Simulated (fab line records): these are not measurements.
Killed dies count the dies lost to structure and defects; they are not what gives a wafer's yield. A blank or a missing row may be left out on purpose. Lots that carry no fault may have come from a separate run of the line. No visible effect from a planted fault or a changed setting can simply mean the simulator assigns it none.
fab line records	flow n5_finfet
record lots=24	wafers=72	last_day=17
route steps=1938 shown BEOL_M5@1129
lots untouched by any fault: they come from a run of this same line in which no faults occurred
start_h: start of the lot's first displayed wafer, in hours after the record's first day	wait_h: how many hours have passed since the lot's step before this one	" repeats the value in the row above	L1.1+2: several wafers, shown together as one row	- either no value or no given start	* or withheld: withheld	< > ~ a bound
route shown NAME@n: names a module that has steps shown in the file, with the first one's number in the route	usual: mean/standard deviation taken from wafers without a fault	same: alike in all rows	chamber/n: place in a boat	sites: the reading at each site	_std_site: their standard deviation	_edge_site: mean of outer sites minus mean of inner sites	radius_mm: for every site, how far away it sits from the centre of the wafer	mask NAME#n: copy n	behind: the last tool/chamber to shape the wafer	hold: why the lot went on hold/how many hours it stayed there/how the hold came to an end	device: transistor that didn't switch, given as n, p or np	end of line: the tests these same wafers got at the end of their route	step lacking rows: just its recipe	killed: at the first sort, the dies lost to defects and structure; wafer yield is something else	map: the dies of a wafer, with x for killed, . for not killed, _ for no die there
set.NAME: setting as actually run; set.NAME@STEP: the setting as run at that earlier step	model.NAME: the simulator's own value behind a step, which no gauge read
a sample of lots followed through the steps of the route, with each step as a table and each wafer as a row
services: the hour from which a tool's chamber was out of use, counted from the record's first day as start_h (under 0 if before that day), plus the number of hours and why
## steps
# step N5_BEOL_M5_DESCUM_16
# recipe chemistry=O2	time_s=7	source_power_w=50	bias_power_w=20	pressure_mtorr=20	rf_frequency_hz=2.712e+07	temp_c=40	resist=CAR-EUV	o2_flow_sccm=225
# usual drypump_motor_current_A=5.8/0.47	oes_product_au=0.80/0.092	rf_vpp_V=243.0/1.4	showerhead_plenum_p_Torr=2.08/0.065	throttle_valve_pct=20.35/0.14
lot.wafer	tool	chamber	start_h	wait_h	drypump_motor_current_A	oes_product_au	rf_hours_counter_h	rf_vpp_V	showerhead_plenum_p_Torr	throttle_valve_pct
L074.4	rie_diel-02	0	159.15	0.1	5.9	0.72	-	242.3	2.07	20.48
L074.5	"	2	"	"	6.0	0.97	-	242.3	2.06	20.41
L074.6	"	3	"	"	5.6	0.70	-	245.4	2.16	20.44
L075.1	rie_diel-02	1	175.42	0.3	6.0	1.00	1	242.2	2.05	20.22
L075.3	"	2	"	"	6.0	0.96	12	243.3	2.06	20.42
L075.6	"	3	"	"	5.6	0.70	-	244.1	2.16	20.44
L077.1	rie_diel-01	3	182.63	0.0	4.7	0.83	93	242.8	2.03	20.25
L077.2	"	2	"	"	5.0	0.81	75	242.2	2.04	20.25
L077.5	"	3	"	"	4.7	0.83	-	241.6	2.03	20.25
L076.1	rie_diel-06	1	184.14	0.0	6.6	0.87	52	245.2	2.21	20.38
L076.3	"	0	"	"	5.8	0.94	14	243.3	2.06	20.21
L076.5	"	2	"	"	5.7	0.70	-	243.1	2.07	20.20
L078.1	rie_diel-06	0	200.32	0.0	5.8	0.95	19	243.5	2.06	20.20
L078.3	"	3	"	"	5.9	0.84	58	243.3	2.04	20.20
L078.5	"	3	"	"	5.9	0.83	-	241.3	2.04	20.20
L080.1	rie_diel-06	1	203.24	0.0	6.6	0.87	57	246.5	2.21	20.40
L080.4	"	3	"	"	5.9	0.84	59	242.1	2.04	20.21
L080.6	"	1	"	"	6.6	0.87	-	244.8	2.21	20.38
L079.2	rie_diel-06	2	203.47	0.0	5.7	0.68	224	242.1	2.07	20.21
L079.4	"	3	"	"	5.9	0.84	59	241.8	2.04	20.21
L079.5	"	2	"	"	5.7	0.68	-	243.6	2.07	20.22
L081.3	rie_diel-06	3	208.44	0.0	5.9	0.84	61	241.8	2.04	20.21
L081.4	"	0	"	"	5.8	0.93	21	242.1	2.06	20.22
L081.5	"	1	"	"	6.6	0.86	-	245.7	2.21	20.40
L082.2	rie_diel-06	2	226.49	1.1	5.6	0.68	234	243.3	2.06	20.25
L082.3	"	3	"	"	5.9	0.82	69	242.8	2.04	20.24
L082.6	"	2	"	"	5.6	0.68	-	242.5	2.06	20.23
L083.3	rie_diel-01	0	229.64	1.3	5.7	0.74	164	246.5	2.18	20.57
L083.4	"	3	"	"	4.7	0.81	108	242.2	2.03	20.27
L083.5	"	0	"	"	5.7	0.74	-	246.1	2.18	20.59
L084.4	rie_diel-06	0	231.69	0.4	5.8	0.92	33	241.8	2.06	20.22
L084.5	"	3	"	"	5.9	0.83	-	241.0	2.04	20.21
L084.6	"	0	"	"	5.8	0.92	-	241.0	2.06	20.21
L085.2	rie_diel-02	1	232.47	0.0	6.0	0.94	15	242.2	2.05	20.26
L085.4	"	2	"	"	6.0	0.92	26	243.5	2.06	20.44
L085.5	"	1	"	"	6.0	0.95	-	242.0	2.05	20.25
L086.1	rie_diel-06	3	236.27	0.0	5.9	0.82	73	241.4	2.04	20.24
L086.2	"	2	"	"	5.6	0.68	238	242.0	2.06	20.23
L086.6	"	2	"	"	5.6	0.68	-	243.6	2.06	20.24
L087.1	rie_diel-06	3	240.02	0.1	5.9	0.82	74	242.5	2.04	20.22
L087.2	"	2	"	"	5.6	0.68	239	244.5	2.06	20.24
L087.3	"	1	"	"	6.7	0.86	66	245.4	2.20	20.41
L088.1	rie_diel-01	2	258.41	0.0	4.9	0.79	98	241.6	2.04	20.27
L088.4	"	1	"	"	5.8	0.74	173	241.9	2.00	20.16
L088.5	"	0	"	"	5.7	0.73	-	243.7	2.17	20.60
L089.1	rie_diel-01	0	261.23	0.3	5.7	0.73	174	243.3	2.17	20.61
L089.3	"	3	"	"	4.7	0.80	117	242.1	2.02	20.28
L089.6	"	0	"	"	5.7	0.73	-	244.0	2.17	20.61
L090.3	rie_diel-02	1	265.88	0.0	6.0	0.92	26	242.2	2.04	20.27
L090.4	"	0	"	"	5.9	0.69	244	241.1	2.06	20.52
L090.6	"	0	"	"	5.9	0.69	-	243.0	2.06	20.51
L091.1	rie_diel-02	2	276.86	0.4	6.0	0.91	41	242.9	2.05	20.48
L091.2	"	0	"	"	5.9	0.70	248	243.7	2.06	20.54
L091.6	"	0	"	"	5.9	0.69	-	240.8	2.06	20.52
L092.1	rie_diel-02	3	286.95	0.0	5.5	0.67	237	244.2	2.15	20.50
L092.2	"	1	"	"	6.0	0.90	34	241.9	2.04	20.30
L092.3	"	2	"	"	6.0	0.90	45	242.1	2.05	20.47
L095.1	rie_diel-01	0	295.83	0.0	5.7	0.72	188	246.1	2.17	20.64
L095.4	"	0	"	"	5.7	0.72	-	245.3	2.17	20.62
L095.5	"	1	"	"	5.8	0.72	-	242.1	1.99	20.17
L093.3	rie_diel-01	0	298.77	0.2	5.7	0.72	189	244.5	2.17	20.62
L093.4	"	0	"	"	5.7	0.72	-	244.0	2.17	20.61
L093.6	"	1	"	"	5.8	0.72	-	242.4	1.99	20.19
L097.2	rie_diel-02	2	302.39	0.0	6.0	0.88	51	242.3	2.05	20.47
L097.3	"	3	"	"	5.6	0.67	243	243.2	2.15	20.49
L097.6	"	2	"	"	6.0	0.88	-	242.2	2.05	20.49
L094.1	rie_diel-02	1	305.61	0.0	6.0	0.89	42	243.6	2.04	20.32
L094.4	"	1	"	"	6.1	0.88	-	243.7	2.04	20.31
L094.6	"	3	"	"	5.6	0.67	-	243.4	2.15	20.52
L096.3	rie_diel-01	1	316.31	0.0	5.8	0.72	195	242.5	1.99	20.22
L096.4	"	3	"	"	4.7	0.78	135	241.1	2.02	20.33
L096.6	"	3	"	"	4.7	0.78	-	241.5	2.02	20.32
# step N5_BEOL_M5_CD_MEAS_18
# recipe pitch_nm=56	target_cd_nm=28
# usual cd_nm=27.96/0.27
lot.wafer	tool	chamber	start_h	wait_h	cd_nm
L074.4	cd_sem-01	-	159.65	0.0	27.98
L074.5	"	-	"	"	27.44
L074.6	"	-	"	"	27.77
L075.1	cd_sem-01	-	175.92	0.0	28.08
L075.3	"	-	"	"	27.72
L075.6	"	-	"	"	27.95
L077.1	cd_sem-01	-	183.12	0.0	27.97
L077.2	"	-	"	"	27.99
L077.5	"	-	"	"	27.95
L076.1	cd_sem-01	-	184.66	0.0	27.96
L076.3	"	-	"	"	28.09
L076.5	"	-	"	"	27.58
L078.1	cd_sem-03	-	200.78	0.0	27.90
L078.3	"	-	"	"	27.76
L078.5	"	-	"	"	28.09
L080.1	cd_sem-03	-	203.68	0.0	28.13
L080.4	"	-	"	"	28.07
L080.6	"	-	"	"	28.32
L079.2	cd_sem-03	-	203.98	0.1	27.62
L079.4	"	-	"	"	27.97
L079.5	"	-	"	"	27.59
L081.3	cd_sem-03	-	208.90	0.1	28.04
L081.4	"	-	"	"	27.94
L081.5	"	-	"	"	28.58
L082.2	cd_sem-03	-	226.99	0.1	28.47
L082.3	"	-	"	"	28.33
L082.6	"	-	"	"	28.19
L083.3	cd_sem-02	-	230.16	0.1	28.32
L083.4	"	-	"	"	27.74
L083.5	"	-	"	"	27.58
L084.4	cd_sem-03	-	232.52	0.1	27.85
L084.5	"	-	"	"	28.05
L084.6	"	-	"	"	27.91
L085.2	cd_sem-01	-	232.99	0.1	27.94
L085.4	"	-	"	"	27.79
L085.5	"	-	"	"	27.94
L086.1	cd_sem-01	-	236.70	0.0	27.68
L086.2	"	-	"	"	27.72
L086.6	"	-	"	"	27.65
L087.1	cd_sem-03	-	240.45	0.0	27.94
L087.2	"	-	"	"	27.23
L087.3	"	-	"	"	27.90
L088.1	cd_sem-03	-	258.84	0.0	28.12
L088.4	"	-	"	"	27.76
L088.5	"	-	"	"	28.19
L089.1	cd_sem-03	-	261.66	0.0	27.65
L089.3	"	-	"	"	27.50
L089.6	"	-	"	"	27.52
L090.3	cd_sem-03	-	266.31	0.1	28.23
L090.4	"	-	"	"	27.75
L090.6	"	-	"	"	28.26
L091.1	cd_sem-01	-	277.46	0.0	28.42
L091.2	"	-	"	"	28.23
L091.6	"	-	"	"	28.46
L092.1	cd_sem-03	-	287.51	0.0	28.21
L092.2	"	-	"	"	28.02
L092.3	"	-	"	"	27.97
L095.1	cd_sem-01	-	296.26	0.0	28.30
L095.4	"	-	"	"	27.54
L095.5	"	-	"	"	27.77
L093.3	cd_sem-03	-	299.34	0.1	27.99
L093.4	"	-	"	"	27.98
L093.6	"	-	"	"	27.87
L097.2	cd_sem-03	-	302.94	0.1	27.90
L097.3	"	-	"	"	28.06
L097.6	"	-	"	"	27.36
L094.1	cd_sem-02	-	306.13	0.0	28.05
L094.4	"	-	"	"	28.05
L094.6	"	-	"	"	27.71
L096.3	cd_sem-03	-	316.74	0.1	28.02
L096.4	"	-	"	"	27.98
L096.6	"	-	"	"	28.29
# step N5_BEOL_M5_ETCH_75
# recipe chemistry=N2/H2	target=underlayer	target_depth_a=65	mask_material=CAR-EUV	time_s=5.2	ion_energy_ev=200	pressure_mtorr=30	source_w=840	bias_w=150	n2_flow_sccm=200	h2_flow_sccm=200	ends=cleared
# usual drypump_motor_current_A=5.8/0.47	etch_rf_on_time_s=5.20/0.083	h2_flow_sccm=200.1/0.64	oes_product_au=0.68/0.076	rf_vpp_V=523.2/2.6	showerhead_plenum_p_Torr=2.52/0.082	throttle_valve_pct=17.76/0.19
lot.wafer	tool	chamber	start_h	wait_h	drypump_motor_current_A	etch_rf_on_time_s	h2_flow_sccm	oes_product_au	rf_hours_counter_h	rf_vpp_V	showerhead_plenum_p_Torr	throttle_valve_pct
L074.4	rie_diel-02	3	160.25	0.0	5.5	5.29	198.9	0.59	-	525.8	2.63	17.98
L074.5	"	2	"	"	6.0	5.23	201.3	0.82	-	522.0	2.49	17.69
L074.6	"	0	"	"	5.9	5.27	200.1	0.60	-	525.9	2.51	17.92
L075.1	rie_diel-06	3	176.64	0.0	5.9	5.16	199.1	0.73	51	521.3	2.47	17.59
L075.3	"	2	"	"	5.6	5.36	200.7	0.58	216	522.6	2.52	17.70
L075.6	"	1	"	"	6.6	5.23	200.3	0.75	-	526.9	2.69	17.83
L076.1	rie_diel-06	2	185.91	0.0	5.6	5.25	199.9	0.59	219	522.2	2.52	17.72
L076.3	"	1	"	"	6.6	5.22	199.8	0.74	52	527.2	2.69	17.83
L076.5	"	0	"	"	5.8	5.06	200.2	0.82	-	521.5	2.49	17.47
L077.1	rie_diel-02	1	185.96	0.0	6.1	5.16	200.8	0.83	5	523.7	2.49	17.56
L077.2	"	2	"	"	6.0	5.18	200.0	0.81	16	522.8	2.49	17.71
L077.5	"	1	"	"	6.1	5.16	200.1	0.82	-	522.2	2.49	17.57
L078.1	rie_diel-06	3	202.85	0.0	5.9	5.09	199.2	0.72	59	520.9	2.47	17.57
L078.3	"	1	"	"	6.6	5.17	201.0	0.74	57	527.5	2.68	17.81
L078.5	"	1	"	"	6.6	5.20	200.8	0.72	-	525.9	2.68	17.85
L080.1	rie_diel-01	1	204.55	0.0	5.8	5.22	200.7	0.65	155	520.1	2.44	17.58
L080.4	"	2	"	"	5.0	5.14	199.6	0.69	80	520.2	2.47	17.67
L080.6	"	0	"	"	5.7	5.30	201.4	0.62	-	526.7	2.65	18.12
L079.2	rie_diel-01	2	206.40	0.0	5.0	5.13	199.3	0.70	80	521.4	2.47	17.66
L079.4	"	3	"	"	4.7	5.21	200.4	0.69	99	519.7	2.46	17.67
L079.5	"	3	"	"	4.7	5.22	200.2	0.69	-	523.1	2.47	17.67
L081.3	rie_diel-01	2	210.26	0.0	4.9	5.08	200.7	0.69	81	522.6	2.47	17.71
L081.4	"	1	"	"	5.8	5.24	200.7	0.63	157	518.9	2.44	17.60
L081.5	"	0	"	"	5.8	5.25	199.7	0.63	-	530.0	2.65	18.12
L082.2	rie_diel-06	1	229.11	0.0	6.7	5.22	199.5	0.72	63	527.6	2.68	17.84
L082.3	"	3	"	"	5.9	5.09	199.4	0.71	70	523.9	2.47	17.64
L082.6	"	3	"	"	5.9	5.09	199.2	0.71	-	520.8	2.47	17.62
L083.3	rie_diel-06	2	231.34	0.0	5.7	5.30	201.2	0.58	236	522.9	2.51	17.74
L083.4	"	1	"	"	6.6	5.21	199.5	0.73	64	527.3	2.68	17.84
L083.5	"	2	"	"	5.6	5.32	200.3	0.58	-	524.2	2.51	17.75
L084.4	rie_diel-01	2	234.44	0.0	5.0	5.10	200.7	0.68	-	522.6	2.47	17.71
L084.5	"	0	"	"	5.7	5.21	199.7	0.61	-	525.4	2.64	18.17
L084.6	"	1	"	"	5.8	5.26	200.1	0.63	-	523.1	2.44	17.59
L085.2	rie_diel-06	2	234.62	0.0	5.7	5.32	199.7	0.58	238	523.4	2.51	17.74
L085.4	"	3	"	"	5.9	5.11	199.9	0.71	73	522.0	2.46	17.63
L085.5	"	0	"	"	5.8	5.12	201.4	0.78	-	521.6	2.48	17.49
L086.1	rie_diel-02	1	238.47	0.0	6.0	5.14	199.1	0.78	17	521.7	2.48	17.60
L086.2	"	2	"	"	6.0	5.18	200.2	0.78	28	525.2	2.48	17.71
L086.6	"	2	"	"	6.0	5.13	200.4	0.76	-	521.8	2.48	17.70
L087.1	rie_diel-06	1	241.09	0.0	6.6	5.27	200.2	0.72	66	527.9	2.68	17.88
L087.2	"	3	"	"	5.9	5.12	199.4	0.71	74	521.5	2.46	17.62
L087.3	"	2	"	"	5.7	5.29	200.2	0.58	239	523.4	2.51	17.74
L088.1	rie_diel-01	3	259.62	0.0	4.7	5.23	199.3	0.68	116	521.7	2.46	17.69
L088.4	"	2	"	"	5.0	5.18	199.5	0.69	99	521.0	2.47	17.70
L088.5	"	1	"	"	5.8	5.35	199.9	0.62	-	520.8	2.43	17.63
L089.1	rie_diel-02	3	262.39	0.0	5.6	5.25	201.3	0.57	228	525.5	2.62	18.04
L089.3	"	1	"	"	6.0	5.19	200.0	0.78	26	522.0	2.48	17.62
L089.6	"	0	"	"	5.9	5.19	201.3	0.60	-	521.8	2.50	17.94
L090.3	rie_diel-01	2	266.99	0.0	4.9	5.16	200.3	0.67	101	519.6	2.47	17.73
L090.4	"	3	"	"	4.7	5.20	200.1	0.67	119	519.6	2.46	17.71
L090.6	"	3	"	"	4.7	5.24	199.4	0.67	-	520.2	2.46	17.71
L091.1	rie_diel-02	1	279.24	0.0	6.1	5.18	198.7	0.76	31	523.6	2.48	17.63
L091.2	"	3	"	"	5.6	5.29	199.6	0.56	233	525.9	2.62	18.06
L091.6	"	2	"	"	6.0	5.19	198.9	0.76	-	521.2	2.48	17.73
L092.1	rie_diel-01	1	290.12	0.0	5.8	5.26	199.0	0.61	186	522.7	2.43	17.64
L092.2	"	2	"	"	4.9	5.21	200.8	0.66	110	522.5	2.46	17.73
L092.3	"	0	"	"	5.7	5.27	200.5	0.61	185	529.2	2.64	18.19
L095.1	rie_diel-02	2	297.92	0.0	6.0	5.17	200.9	0.75	49	518.8	2.47	17.75
L095.4	"	2	"	"	6.0	5.19	200.7	0.75	-	521.6	2.47	17.77
L095.5	"	1	"	"	6.0	5.13	200.8	0.76	-	523.3	2.47	17.63
L093.3	rie_diel-01	1	301.27	0.0	5.8	5.34	199.8	0.60	191	521.4	2.42	17.65
L093.4	"	1	"	"	5.8	5.34	200.8	0.61	-	520.0	2.43	17.66
L093.6	"	0	"	"	5.8	5.31	199.4	0.60	-	526.8	2.63	18.18
L097.2	rie_diel-06	3	304.71	0.0	5.9	5.13	201.0	0.69	90	519.1	2.46	17.63
L097.3	"	0	"	"	5.8	5.13	201.0	0.75	50	521.2	2.47	17.53
L097.6	"	3	"	"	5.9	5.18	200.7	0.68	-	521.4	2.46	17.63
L094.1	rie_diel-06	3	307.87	0.0	5.9	5.13	199.4	0.69	90	521.2	2.46	17.63
L094.4	"	0	"	"	5.8	5.10	199.2	0.75	-	521.8	2.47	17.51
L094.6	"	3	"	"	5.9	5.13	199.7	0.69	-	521.4	2.46	17.66
L096.3	rie_diel-02	1	317.20	0.0	6.1	5.10	200.7	0.74	45	521.8	2.47	17.68
L096.4	"	1	"	"	6.0	5.16	200.7	0.75	-	522.6	2.47	17.65
L096.6	"	2	"	"	6.0	5.12	199.8	0.75	-	521.8	2.47	17.78
# step N5_BEOL_M5_SURFACE_TREAT_87
# recipe gas=Ar	time_s=*	ion_energy_ev=*	ion_current_ma_cm2=0.5	pressure_mtorr=*	ar_flow_sccm=30
# usual throttle_valve_pct=*
lot.wafer	tool	chamber	start_h	wait_h	throttle_valve_pct
L074.4	pvd_sputter-03	-	163.69	0.2	*
L074.5	"	-	"	"	*
L074.6	"	-	"	"	*
L075.1	pvd_sputter-03	-	178.15	0.1	*
L075.3	"	-	"	"	*
L075.6	"	-	"	"	*
L076.1	pvd_sputter-03	-	187.64	0.3	*
L076.3	"	-	"	"	*
L076.5	"	-	"	"	*
L077.1	pvd_sputter-03	-	187.68	0.2	*
L077.2	"	-	"	"	*
L077.5	"	-	"	"	*
L078.1	pvd_sputter-02	-	204.14	0.2	*
L078.3	"	-	"	"	*
L078.5	"	-	"	"	*
L080.1	pvd_sputter-01	-	206.98	0.2	*
L080.4	"	-	"	"	*
L080.6	"	-	"	"	*
L079.2	pvd_sputter-01	-	208.06	0.1	*
L079.4	"	-	"	"	*
L079.5	"	-	"	"	*
L081.3	pvd_sputter-02	-	212.31	0.3	*
L081.4	"	-	"	"	*
L081.5	"	-	"	"	*
L082.2	pvd_sputter-02	-	230.80	0.3	*
L082.3	"	-	"	"	*
L082.6	"	-	"	"	*
L083.3	pvd_sputter-03	-	232.85	0.2	*
L083.4	"	-	"	"	*
L083.5	"	-	"	"	*
L084.4	pvd_sputter-03	-	236.23	0.2	*
L084.5	"	-	"	"	*
L084.6	"	-	"	"	*
L085.2	pvd_sputter-03	-	236.79	0.6	*
L085.4	"	-	"	"	*
L085.5	"	-	"	"	*
L086.1	pvd_sputter-01	-	240.70	0.2	*
L086.2	"	-	"	"	*
L086.6	"	-	"	"	*
L087.1	pvd_sputter-02	-	243.09	0.3	*
L087.2	"	-	"	"	*
L087.3	"	-	"	"	*
L088.1	pvd_sputter-03	-	260.90	0.2	*
L088.4	"	-	"	"	*
L088.5	"	-	"	"	*
L089.1	pvd_sputter-01	-	264.14	0.1	*
L089.3	"	-	"	"	*
L089.6	"	-	"	"	*
L090.3	pvd_sputter-02	-	268.71	0.2	*
L090.4	"	-	"	"	*
L090.6	"	-	"	"	*
L091.1	pvd_sputter-02	-	282.36	0.2	*
L091.2	"	-	"	"	*
L091.6	"	-	"	"	*
L092.1	pvd_sputter-01	-	292.97	0.2	*
L092.2	"	-	"	"	*
L092.3	"	-	"	"	*
L095.1	pvd_sputter-01	-	299.51	0.2	*
L095.4	"	-	"	"	*
L095.5	"	-	"	"	*
L093.3	pvd_sputter-01	-	302.61	0.1	*
L093.4	"	-	"	"	*
L093.6	"	-	"	"	*
L097.2	pvd_sputter-02	-	306.44	0.2	*
L097.3	"	-	"	"	*
L097.6	"	-	"	"	*
L094.1	pvd_sputter-02	-	309.54	0.4	*
L094.4	"	-	"	"	*
L094.6	"	-	"	"	*
L096.3	pvd_sputter-03	-	318.79	0.2	*
L096.4	"	-	"	"	*
L096.6	"	-	"	"	*
# step N5_BEOL_M5_ANNEAL_82
# recipe temp_c=400	time_s=1800	ambient=vacuum
# usual heater_power_w=869/69
lot.wafer	tool	chamber	start_h	wait_h	heater_power_w
L074.4	pvd_sputter-03	-	165.25	0.0	814
L074.5	"	-	"	"	808
L074.6	"	-	"	"	853
L075.1	pvd_sputter-01	-	179.60	0.0	879
L075.3	"	-	"	"	850
L075.6	"	-	"	"	866
L076.1	pvd_sputter-03	-	189.05	0.0	820
L076.3	"	-	"	"	879
L076.5	"	-	"	"	803
L077.1	pvd_sputter-02	-	189.09	0.0	1060
L077.2	"	-	"	"	790
L077.5	"	-	"	"	911
L078.1	pvd_sputter-03	-	205.63	0.0	792
L078.3	"	-	"	"	803
L078.5	"	-	"	"	855
L080.1	pvd_sputter-02	-	208.37	0.0	870
L080.4	"	-	"	"	1071
L080.6	"	-	"	"	848
L079.2	pvd_sputter-01	-	209.61	0.0	836
L079.4	"	-	"	"	867
L079.5	"	-	"	"	871
L081.3	pvd_sputter-03	-	213.75	0.0	961
L081.4	"	-	"	"	781
L081.5	"	-	"	"	797
L082.2	pvd_sputter-02	-	232.27	0.0	806
L082.3	"	-	"	"	846
L082.6	"	-	"	"	793
L083.3	pvd_sputter-01	-	235.72	0.0	888
L083.4	"	-	"	"	849
L083.5	"	-	"	"	857
L084.4	pvd_sputter-03	-	237.99	0.0	820
L084.5	"	-	"	"	814
L084.6	"	-	"	"	801
L085.2	pvd_sputter-02	-	238.41	0.0	797
L085.4	"	-	"	"	1054
L085.5	"	-	"	"	1071
L086.1	pvd_sputter-01	-	242.31	0.0	860
L086.2	"	-	"	"	884
L086.6	"	-	"	"	840
L087.1	pvd_sputter-02	-	244.54	0.0	1063
L087.2	"	-	"	"	794
L087.3	"	-	"	"	867
L088.1	pvd_sputter-02	-	262.51	0.0	890
L088.4	"	-	"	"	1101
L088.5	"	-	"	"	795
L089.1	pvd_sputter-01	-	265.55	0.0	907
L089.3	"	-	"	"	850
L089.6	"	-	"	"	847
L090.3	pvd_sputter-03	-	270.20	0.0	858
L090.4	"	-	"	"	797
L090.6	"	-	"	"	881
L091.1	pvd_sputter-03	-	283.80	0.0	819
L091.2	"	-	"	"	805
L091.6	"	-	"	"	797
L092.1	pvd_sputter-01	-	294.73	0.0	895
L092.2	"	-	"	"	841
L092.3	"	-	"	"	859
L095.1	pvd_sputter-03	-	300.92	0.0	925
L095.4	"	-	"	"	836
L095.5	"	-	"	"	942
L093.3	pvd_sputter-03	-	305.35	0.0	864
L093.4	"	-	"	"	814
L093.6	"	-	"	"	790
L097.2	pvd_sputter-01	-	308.02	0.0	883
L097.3	"	-	"	"	833
L097.6	"	-	"	"	904
L094.1	pvd_sputter-03	-	310.99	0.0	804
L094.4	"	-	"	"	843
L094.6	"	-	"	"	925
L096.3	pvd_sputter-03	-	321.83	0.0	919
L096.4	"	-	"	"	828
L096.6	"	-	"	"	816
# step N5_BEOL_M5_SPUTTER_90
# recipe material=Cu	target_thk_a=45	temp_c=-20	chamber_pressure_pa=0.07	power_w=withheld	time_s=8.29
# usual throttle_valve_pct=30.1/0.91
lot.wafer	tool	chamber	start_h	wait_h	throttle_valve_pct
L074.4	pvd_sputter-03	-	168.43	0.5	30.5
L074.5	"	-	"	"	29.8
L074.6	"	-	"	"	29.3
L075.1	pvd_sputter-01	-	182.78	0.5	31.8
L075.3	"	-	"	"	29.9
L075.6	"	-	"	"	29.8
L076.1	pvd_sputter-03	-	192.23	0.5	29.5
L076.3	"	-	"	"	29.2
L076.5	"	-	"	"	30.0
L077.1	pvd_sputter-02	-	192.27	0.5	30.0
L077.2	"	-	"	"	29.1
L077.5	"	-	"	"	29.3
L078.1	pvd_sputter-03	-	208.95	0.5	30.1
L078.3	"	-	"	"	29.9
L078.5	"	-	"	"	29.3
L080.1	pvd_sputter-02	-	211.55	0.5	29.1
L080.4	"	-	"	"	30.1
L080.6	"	-	"	"	29.0
L079.2	pvd_sputter-01	-	212.79	0.5	30.0
L079.4	"	-	"	"	30.7
L079.5	"	-	"	"	32.1
L081.3	pvd_sputter-03	-	216.93	0.5	31.7
L081.4	"	-	"	"	29.8
L081.5	"	-	"	"	30.0
L082.2	pvd_sputter-02	-	235.45	0.5	29.1
L082.3	"	-	"	"	29.2
L082.6	"	-	"	"	29.3
L083.3	pvd_sputter-01	-	238.90	0.5	31.7
L083.4	"	-	"	"	30.0
L083.5	"	-	"	"	29.9
L084.4	pvd_sputter-03	-	241.17	0.5	29.8
L084.5	"	-	"	"	29.8
L084.6	"	-	"	"	29.8
L085.2	pvd_sputter-02	-	241.59	0.5	29.5
L085.4	"	-	"	"	30.1
L085.5	"	-	"	"	29.5
L086.1	pvd_sputter-01	-	245.49	0.5	31.9
L086.2	"	-	"	"	30.4
L086.6	"	-	"	"	29.6
L087.1	pvd_sputter-02	-	247.72	0.5	29.8
L087.2	"	-	"	"	29.2
L087.3	"	-	"	"	29.1
L088.1	pvd_sputter-02	-	265.69	0.5	29.0
L088.4	"	-	"	"	29.8
L088.5	"	-	"	"	29.1
L089.1	pvd_sputter-01	-	268.73	0.5	30.7
L089.3	"	-	"	"	30.0
L089.6	"	-	"	"	29.9
L090.3	pvd_sputter-03	-	273.38	0.5	29.0
L090.4	"	-	"	"	29.9
L090.6	"	-	"	"	29.2
L091.1	pvd_sputter-03	-	286.98	0.5	29.8
L091.2	"	-	"	"	29.8
L091.6	"	-	"	"	30.3
L092.1	pvd_sputter-01	-	297.91	0.5	31.0
L092.2	"	-	"	"	31.9
L092.3	"	-	"	"	30.0
L095.1	pvd_sputter-03	-	304.10	0.5	31.6
L095.4	"	-	"	"	30.0
L095.5	"	-	"	"	31.5
L093.3	pvd_sputter-03	-	308.53	0.5	29.2
L093.4	"	-	"	"	29.9
L093.6	"	-	"	"	29.7
L097.2	pvd_sputter-01	-	311.20	0.5	30.8
L097.3	"	-	"	"	30.0
L097.6	"	-	"	"	30.6
L094.1	pvd_sputter-03	-	314.17	0.5	30.0
L094.4	"	-	"	"	29.4
L094.6	"	-	"	"	31.8
L096.3	pvd_sputter-03	-	325.01	0.5	31.7
L096.4	"	-	"	"	29.6
L096.6	"	-	"	"	29.9
## services
tool	chamber	start_h	hours	kind
rie_diel-06	2	142.69	23.3	repair
rie_diel-02	-	215.56	14.6	pm
rie_diel-01	-	231.04	0.4	repair
rie_diel-06	-	276.05	14.6	pm
rie_diel-02	-	279.98	0.2	repair
rie_diel-02	0	283.46	-	clean
rie_diel-02	0	283.46	-	consumable_replace:focus_ring
rie_diel-02	0	283.46	27.3	scheduled_down
rie_diel-02	0	283.46	27.3	vent_cycle
rie_diel-06	2	307.59	1.2	repair
rie_diel-06	2	308.94	-	clean
rie_diel-06	2	308.94	-	consumable_replace:focus_ring
rie_diel-06	2	308.94	16.3	scheduled_down
rie_diel-06	2	308.94	16.3	vent_cycle
rie_diel-02	0	316.35	5.3	repair
pvd_sputter-02	-	317.00	6.5	repair
## key
fault none
